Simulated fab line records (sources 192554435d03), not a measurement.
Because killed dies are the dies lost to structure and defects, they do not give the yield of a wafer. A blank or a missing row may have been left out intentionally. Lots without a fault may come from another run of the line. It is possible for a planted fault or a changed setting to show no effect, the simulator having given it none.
fab line records	flow n5-finfet	part 1 of 2: steps 1 to 4 of 6
record lots=24	wafers=72	last-day=19
route steps=1938 shown BEOL_M10@1523 BEOL_M11@1549
lots that met no fault: from a run of the same line without faults
start-h: hours from the record's first day to the start of the lot's first wafer shown	wait-h: hours from the lot's prior step to this one	" repeats the value in the row above	L1.1+2: one row covering several wafers at once	- no value, or no start was given	* or withheld: withheld	< > ~ a bound
route shown NAME@n: NAME is a module with steps in the file, n the number in the route of the first one	usual: average and standard deviation across the fault-free wafers	same: alike in all rows	chamber/n: place in a boat	sites: each site's reading	_std_site: the standard deviation of these	_edge_site: inner sites' mean taken away from outer sites' mean	radius-mm: how far each site lies from the wafer's centre	mask NAME#n: copy n	behind: the most recent tool/chamber to have shaped the wafer	hold: why the lot went on hold/how many hours it stayed there/how the hold came to an end	device: which transistor (n, p or np) failed to switch	end of line: tests run on the same wafers once the route is complete	a step with no rows: only its recipe	killed: not the wafer's yield, but the dies lost to structure and defects at the first sort	map: a wafer's dies, marking killed ones x, the rest . and places with no die _
set.NAME: the run value of the setting; set.NAME@STEP: its run value at that earlier step	model.NAME: the simulator's own value behind a step, which no gauge read
steps of the route over a sample of lots; a table a step, a row a wafer
services: when a tool's chamber went out of use (start-h, in hours from the record's first day, below 0 if earlier), for how many hours, and the reason
## steps
# step N5_BEOL_M10_PRE_CLEAN_45
# recipe gas=H2/He	time-s=30	temp-c=250
# usual heater-power-w=331/35	susceptor-temp-C=250.03/0.17
lot.wafer	tool	chamber	start-h	wait-h	heater-power-w	susceptor-temp-C
L074.2	pvd-sputter-01	-	213.84	0.0	305	249.85
L074.3	"	-	"	"	278	250.25
L074.5	"	-	"	"	312	249.96
L076.2	pvd-sputter-02	-	222.91	0.0	342	249.93
L076.4	"	-	"	"	353	249.94
L076.5	"	-	"	"	342	249.95
L075.3	pvd-sputter-03	-	224.35	0.0	357	249.93
L075.5	"	-	"	"	352	249.85
L075.6	"	-	"	"	392	250.06
L077.2	pvd-sputter-02	-	241.96	0.0	308	250.09
L077.4	"	-	"	"	350	250.14
L077.5	"	-	"	"	341	249.73
L079.3	pvd-sputter-02	-	248.94	0.0	345	249.93
L079.4	"	-	"	"	342	250.03
L079.6	"	-	"	"	337	249.67
L078.1	pvd-sputter-02	-	249.50	0.0	352	250.20
L078.3	"	-	"	"	352	250.09
L078.5	"	-	"	"	313	249.94
L080.1	pvd-sputter-01	-	251.41	0.0	313	249.84
L080.3	"	-	"	"	289	250.11
L080.4	"	-	"	"	305	249.92
L081.1	pvd-sputter-02	-	273.79	0.0	347	250.22
L081.2	"	-	"	"	337	250.51
L081.5	"	-	"	"	351	250.22
L082.1	pvd-sputter-03	-	279.18	0.0	366	249.70
L082.3	"	-	"	"	384	250.02
L082.4	"	-	"	"	390	250.14
L083.1	pvd-sputter-01	-	289.62	0.0	282	249.89
L083.3	"	-	"	"	309	249.88
L083.6	"	-	"	"	280	250.00
L084.1	pvd-sputter-01	-	299.98	0.0	312	250.07
L084.3	"	-	"	"	301	249.97
L084.4	"	-	"	"	378	249.98
L087.3	pvd-sputter-01	-	316.04	0.0	290	250.16
L087.5	"	-	"	"	309	249.96
L087.6	"	-	"	"	385	250.20
L085.3	pvd-sputter-02	-	316.48	0.0	302	250.21
L085.4	"	-	"	"	348	250.26
L085.6	"	-	"	"	345	249.93
L086.1	pvd-sputter-01	-	316.61	0.0	310	250.08
L086.2	"	-	"	"	308	250.00
L086.6	"	-	"	"	282	250.07
L088.1	pvd-sputter-01	-	320.33	0.0	311	250.13
L088.3	"	-	"	"	281	250.05
L088.5	"	-	"	"	305	249.67
L090.1	pvd-sputter-02	-	321.48	0.0	351	250.11
L090.2	"	-	"	"	349	250.08
L090.4	"	-	"	"	305	250.13
L089.3	pvd-sputter-01	-	321.73	0.0	309	249.86
L089.5	"	-	"	"	280	250.11
L089.6	"	-	"	"	313	250.14
L091.1	pvd-sputter-01	-	337.14	0.0	378	250.16
L091.2	"	-	"	"	286	250.09
L091.4	"	-	"	"	298	249.93
L092.1	pvd-sputter-03	-	337.94	0.0	388	249.89
L092.2	"	-	"	"	392	249.92
L092.6	"	-	"	"	386	250.21
L093.1	pvd-sputter-03	-	346.24	0.0	277	250.18
L093.3	"	-	"	"	359	250.17
L093.6	"	-	"	"	360	250.10
L094.1	pvd-sputter-02	-	346.33	0.0	354	250.09
L094.3	"	-	"	"	351	250.03
L094.4	"	-	"	"	342	250.26
L095.1	pvd-sputter-01	-	352.91	0.0	287	250.03
L095.2	"	-	"	"	312	250.06
L095.5	"	-	"	"	309	249.90
L096.1	pvd-sputter-03	-	375.83	0.0	276	249.97
L096.5	"	-	"	"	270	249.92
L096.6	"	-	"	"	387	250.04
L097.2	pvd-sputter-02	-	387.25	0.0	304	249.83
L097.5	"	-	"	"	339	249.96
L097.6	"	-	"	"	359	249.97
# step N5_BEOL_M11_CD_MEAS_11
# recipe target-cd-nm=64.1	landing-energy-ev=500	detector=se-inlens	polarity=opening
# usual cd-nm=64.2/0.45
lot.wafer	tool	chamber	start-h	wait-h	cd-nm
L074.2	cd-sem-03	0	218.39	-	64.2
L074.3	"	0	"	"	64.1
L074.5	"	0	"	"	64.8
L076.2	cd-sem-01	0	227.18	-	64.4
L076.4	"	0	"	"	65.0
L076.5	"	0	"	"	64.6
L075.3	cd-sem-03	0	230.80	-	64.7
L075.5	"	0	"	"	65.1
L075.6	"	0	"	"	65.3
L077.2	cd-sem-01	0	245.61	-	64.1
L077.4	"	0	"	"	63.6
L077.5	"	0	"	"	63.8
L079.3	cd-sem-01	0	252.79	-	63.9
L079.4	"	0	"	"	64.2
L079.6	"	0	"	"	64.2
L078.1	cd-sem-01	0	254.27	-	64.6
L078.3	"	0	"	"	63.5
L078.5	"	0	"	"	63.7
L080.1	cd-sem-03	0	256.23	-	63.7
L080.3	"	0	"	"	63.8
L080.4	"	0	"	"	64.3
L081.1	cd-sem-03	0	279.25	-	63.4
L081.2	"	0	"	"	63.4
L081.5	"	0	"	"	64.2
L082.1	cd-sem-03	0	284.07	-	64.4
L082.3	"	0	"	"	63.8
L082.4	"	0	"	"	64.1
L083.1	cd-sem-01	0	294.64	-	64.8
L083.3	"	0	"	"	64.7
L083.6	"	0	"	"	64.1
L084.1	cd-sem-01	0	306.06	-	63.6
L084.3	"	0	"	"	63.9
L084.4	"	0	"	"	63.5
L087.3	cd-sem-03	0	320.48	-	63.8
L087.5	"	0	"	"	63.2
L087.6	"	0	"	"	63.8
L085.3	cd-sem-01	0	320.87	-	63.9
L085.4	"	0	"	"	63.8
L085.6	"	0	"	"	64.7
L086.1	cd-sem-02	0	321.30	-	64.9
L086.2	"	0	"	"	65.2
L086.6	"	0	"	"	64.6
L088.1	cd-sem-03	0	325.10	-	64.1
L088.3	"	0	"	"	65.0
L088.5	"	0	"	"	64.2
L089.3	cd-sem-03	0	325.80	-	65.0
L089.5	"	0	"	"	64.8
L089.6	"	0	"	"	64.6
L090.1	cd-sem-02	0	326.10	-	63.9
L090.2	"	0	"	"	64.0
L090.4	"	0	"	"	64.3
L091.1	cd-sem-02	0	341.09	-	63.9
L091.2	"	0	"	"	63.8
L091.4	"	0	"	"	63.7
L092.1	cd-sem-02	0	342.44	-	63.8
L092.2	"	0	"	"	63.9
L092.6	"	0	"	"	64.4
L093.1	cd-sem-01	0	349.75	-	63.6
L093.3	"	0	"	"	64.5
L093.6	"	0	"	"	64.3
L094.1	cd-sem-01	0	350.25	-	64.4
L094.3	"	0	"	"	64.8
L094.4	"	0	"	"	64.1
L095.1	cd-sem-03	0	358.04	-	64.6
L095.2	"	0	"	"	63.7
L095.5	"	0	"	"	64.3
L096.1	cd-sem-02	0	383.63	-	64.5
L096.5	"	0	"	"	64.4
L096.6	"	0	"	"	63.5
L097.2	cd-sem-01	0	394.40	-	64.1
L097.5	"	0	"	"	64.2
L097.6	"	0	"	"	64.3
# step N5_BEOL_M11_OVL_MEAS_12
# recipe points-per-wafer=44
# usual M11_OVL=0.0/0.8
lot.wafer	tool	chamber	start-h	wait-h	M11_OVL[nm]
L074.2	overlay-01	0	218.42	0.0	-1.1
L074.3	"	0	"	"	-1.6
L074.5	"	0	"	"	-0.8
L076.2	overlay-01	0	227.21	0.0	-1.1
L076.4	"	0	"	"	0.8
L076.5	"	0	"	"	0.1
L075.3	overlay-02	0	230.83	0.0	-0.1
L075.5	"	0	"	"	0.0
L075.6	"	0	"	"	-0.2
L077.2	overlay-02	0	245.64	0.0	-1.0
L077.4	"	0	"	"	-0.8
L077.5	"	0	"	"	-0.9
L079.3	overlay-01	0	252.82	0.0	1.5
L079.4	"	0	"	"	0.3
L079.6	"	0	"	"	1.2
L078.1	overlay-02	0	254.30	0.0	0.1
L078.3	"	0	"	"	0.3
L078.5	"	0	"	"	-0.9
L080.1	overlay-02	0	256.26	0.0	0.0
L080.3	"	0	"	"	0.6
L080.4	"	0	"	"	-0.1
L081.1	overlay-01	0	279.28	0.0	0.1
L081.2	"	0	"	"	0.7
L081.5	"	0	"	"	0.4
L082.1	overlay-01	0	284.10	0.0	0.4
L082.3	"	0	"	"	0.3
L082.4	"	0	"	"	1.1
L083.1	overlay-02	0	294.67	0.0	0.1
L083.3	"	0	"	"	0.3
L083.6	"	0	"	"	-0.5
L084.1	overlay-02	0	306.09	0.0	-1.6
L084.3	"	0	"	"	-0.9
L084.4	"	0	"	"	0.3
L087.3	overlay-01	0	320.51	0.0	0.6
L087.5	"	0	"	"	-1.1
L087.6	"	0	"	"	-1.7
L085.3	overlay-01	0	320.90	0.0	0.0
L085.4	"	0	"	"	0.1
L085.6	"	0	"	"	-0.5
L086.1	overlay-02	0	321.33	0.0	0.7
L086.2	"	0	"	"	1.6
L086.6	"	0	"	"	1.1
L088.1	overlay-01	0	325.13	0.0	-0.1
L088.3	"	0	"	"	-0.4
L088.5	"	0	"	"	-0.4
L089.3	overlay-02	0	325.82	0.0	-0.7
L089.5	"	0	"	"	-0.8
L089.6	"	0	"	"	-1.6
L090.1	overlay-02	0	326.13	0.0	-1.1
L090.2	"	0	"	"	0.1
L090.4	"	0	"	"	0.8
L091.1	overlay-02	0	341.12	0.0	-0.3
L091.2	"	0	"	"	-0.1
L091.4	"	0	"	"	-0.9
L092.1	overlay-02	0	342.47	0.0	-0.8
L092.2	"	0	"	"	-0.1
L092.6	"	0	"	"	0.1
L093.1	overlay-02	0	349.78	0.0	0.2
L093.3	"	0	"	"	0.2
L093.6	"	0	"	"	0.4
L094.1	overlay-02	0	350.28	0.0	-0.9
L094.3	"	0	"	"	-0.6
L094.4	"	0	"	"	-0.4
L095.1	overlay-01	0	358.07	0.0	-0.2
L095.2	"	0	"	"	1.9
L095.5	"	0	"	"	0.4
L096.1	overlay-02	0	383.66	0.0	1.2
L096.5	"	0	"	"	0.4
L096.6	"	0	"	"	-0.1
L097.2	overlay-02	0	394.43	0.0	-0.3
L097.5	"	0	"	"	-0.7
L097.6	"	0	"	"	0.9
# step N5_BEOL_M11_ETCH_62
# recipe chemistry=N2/H2	target=SOC	target-depth-a=1100	overetch-a=220	mask-material=SiARC	temp-c=40	time-s=165	ion-energy-ev=200	pressure-mtorr=30	source-w=840	bias-w=150	n2-flow-sccm=200	h2-flow-sccm=200
# usual drypump-motor-current-A=5.9/0.41	n2-flow-sccm=200.0/0.66	oes-product-au=0.63/0.053	rf-vpp-V=524.4/2.1	showerhead-plenum-p-Torr=2.56/0.071	throttle-valve-pct=17.93/0.16
lot.wafer	tool	chamber	start-h	wait-h	drypump-motor-current-A	n2-flow-sccm	oes-product-au	rf-hours-counter-h	rf-vpp-V	showerhead-plenum-p-Torr	throttle-valve-pct
L074.2	rie-diel-05	3	218.68	0.0	5.7	199.8	0.70	64	527.5	2.70	17.87
L074.3	"	1	"	"	5.8	199.3	0.62	178	527.3	2.64	17.90
L074.5	"	3	"	"	5.7	200.0	0.69	-	529.0	2.70	17.85
L076.2	rie-diel-05	0	227.35	0.0	5.3	199.5	0.68	101	525.1	2.56	18.15
L076.4	"	1	"	"	5.8	199.2	0.62	181	526.6	2.64	17.90
L076.5	"	2	"	"	5.8	201.1	0.61	-	525.2	2.62	18.07
L075.3	rie-diel-05	1	230.98	0.0	5.8	200.5	0.61	183	525.9	2.64	17.90
L075.5	"	2	"	"	5.7	200.3	0.61	-	526.8	2.61	18.08
L075.6	"	3	"	"	5.7	199.1	0.70	-	530.2	2.70	17.89
L077.2	rie-diel-03	3	245.78	0.0	5.6	198.6	0.59	229	521.3	2.51	17.97
L077.4	"	2	"	"	5.5	199.8	0.61	200	523.2	2.52	17.71
L077.5	"	2	"	"	5.5	200.7	0.62	-	523.6	2.52	17.73
L079.3	rie-diel-04	3	252.96	0.0	6.5	200.0	0.60	194	524.6	2.53	17.87
L079.4	"	2	"	"	6.5	199.2	0.60	223	523.3	2.52	17.90
L079.6	"	1	"	"	6.2	201.5	0.63	-	523.0	2.54	18.10
L078.1	rie-diel-04	1	254.55	0.0	6.2	198.9	0.63	166	522.5	2.54	18.10
L078.3	"	0	"	"	5.4	200.3	0.70	83	527.1	2.68	17.66
L078.5	"	1	"	"	6.2	199.6	0.63	-	524.7	2.54	18.10
L080.1	rie-diel-03	0	256.54	0.0	6.4	199.9	0.61	227	522.5	2.50	17.89
L080.3	"	3	"	"	5.6	201.1	0.58	232	521.9	2.51	17.98
L080.4	"	2	"	"	5.5	200.3	0.61	202	523.7	2.52	17.71
L081.1	rie-diel-05	0	279.43	0.0	5.2	199.6	0.66	115	525.6	2.56	18.17
L081.2	"	2	"	"	5.7	200.5	0.60	228	525.3	2.61	18.11
L081.5	"	1	"	"	5.8	199.5	0.60	-	525.3	2.63	17.92
L082.1	rie-diel-03	0	284.39	0.0	6.4	199.6	0.61	233	524.9	2.50	17.89
L082.3	"	1	"	"	6.1	199.0	0.70	64	522.3	2.48	17.82
L082.4	"	3	"	"	5.6	200.4	0.57	238	522.0	2.51	17.99
L083.1	rie-diel-05	2	294.82	0.0	5.7	198.7	0.60	233	525.6	2.61	18.10
L083.3	"	1	"	"	5.8	199.7	0.60	201	526.0	2.63	17.93
L083.6	"	3	"	"	5.7	199.9	0.68	-	526.8	2.69	17.92
L084.1	rie-diel-05	2	306.24	0.0	5.7	199.4	0.60	236	526.9	2.61	18.11
L084.3	"	1	"	"	5.8	200.7	0.60	204	527.4	2.63	17.93
L084.4	"	0	"	"	5.2	199.2	0.65	124	523.8	2.55	18.20
L087.3	rie-diel-03	0	320.65	0.0	6.3	199.3	0.60	243	524.2	2.50	17.92
L087.5	"	3	"	"	5.6	199.6	0.58	-	522.9	2.50	18.01
L087.6	"	2	"	"	5.5	200.2	0.60	-	522.0	2.51	17.77
L085.3	rie-diel-03	0	321.04	0.0	6.4	200.1	0.60	244	523.4	2.50	17.90
L085.4	"	1	"	"	6.0	200.3	0.69	74	523.0	2.47	17.84
L085.6	"	0	"	"	6.3	200.2	0.60	-	522.2	2.50	17.89
L086.1	rie-diel-03	1	321.56	0.0	6.0	201.9	0.69	74	521.8	2.47	17.83
L086.2	"	2	"	"	5.5	199.3	0.60	220	523.6	2.51	17.74
L086.6	"	1	"	"	6.1	200.7	0.70	-	522.6	2.47	17.85
L088.1	rie-diel-05	1	325.27	0.0	5.8	200.5	0.60	209	525.6	2.63	17.95
L088.3	"	3	"	"	5.7	199.4	0.67	95	528.7	2.68	17.94
L088.5	"	1	"	"	5.8	199.7	0.59	-	525.1	2.63	17.97
L089.3	rie-diel-04	0	325.97	0.0	5.4	199.2	0.68	103	527.7	2.67	17.68
L089.5	"	0	"	"	5.4	200.0	0.68	-	527.5	2.67	17.70
L089.6	"	3	"	"	6.5	200.1	0.58	-	522.2	2.52	17.90
L090.1	rie-diel-03	3	326.29	0.0	5.6	200.2	0.57	248	522.8	2.50	18.00
L090.2	"	0	"	"	6.3	199.3	0.60	246	522.0	2.49	17.91
L090.4	"	1	"	"	6.0	200.1	0.69	76	522.1	2.47	17.86
L091.1	rie-diel-04	0	341.26	0.0	5.4	199.9	0.67	107	527.3	2.67	17.69
L091.2	"	1	"	"	6.2	199.5	0.61	192	522.3	2.53	18.14
L091.4	"	0	"	"	5.4	200.0	0.67	-	528.7	2.67	17.70
L092.1	rie-diel-05	0	342.84	0.0	5.2	199.5	0.64	137	524.4	2.55	18.23
L092.2	"	3	"	"	5.7	199.6	0.67	101	526.9	2.68	17.93
L092.6	"	2	"	"	5.7	200.8	0.59	-	526.2	2.60	18.13
L093.1	rie-diel-04	1	349.95	0.0	6.2	201.0	0.61	196	523.9	2.53	18.14
L093.3	"	3	"	"	6.5	199.6	0.58	218	523.5	2.52	17.90
L093.6	"	3	"	"	6.5	199.4	0.58	-	523.6	2.52	17.91
L094.1	rie-diel-04	0	350.42	0.0	5.5	199.9	0.67	111	528.5	2.67	17.70
L094.3	"	3	"	"	6.5	200.7	0.58	219	524.2	2.52	17.92
L094.4	"	1	"	"	6.2	199.6	0.61	-	523.6	2.53	18.14
L095.1	rie-diel-03	1	358.26	0.1	6.1	199.7	0.68	89	523.0	2.47	17.88
L095.2	"	2	"	"	5.5	199.9	0.59	234	522.1	2.50	17.78
L095.5	"	1	"	"	6.1	198.1	0.68	-	522.5	2.47	17.87
L096.1	rie-diel-04	2	383.80	0.0	6.5	199.5	0.84	2	523.2	2.51	17.52
L096.5	"	2	"	"	6.5	199.6	0.85	-	523.6	2.51	17.52
L096.6	"	1	"	"	6.2	199.9	0.60	-	524.1	2.52	18.15
L097.2	rie-diel-04	0	394.78	0.0	5.4	199.7	0.66	125	526.9	2.66	17.75
L097.5	"	2	"	"	6.5	201.1	0.82	-	522.4	2.51	17.53
L097.6	"	3	"	"	6.4	199.3	0.57	-	522.9	2.51	17.92
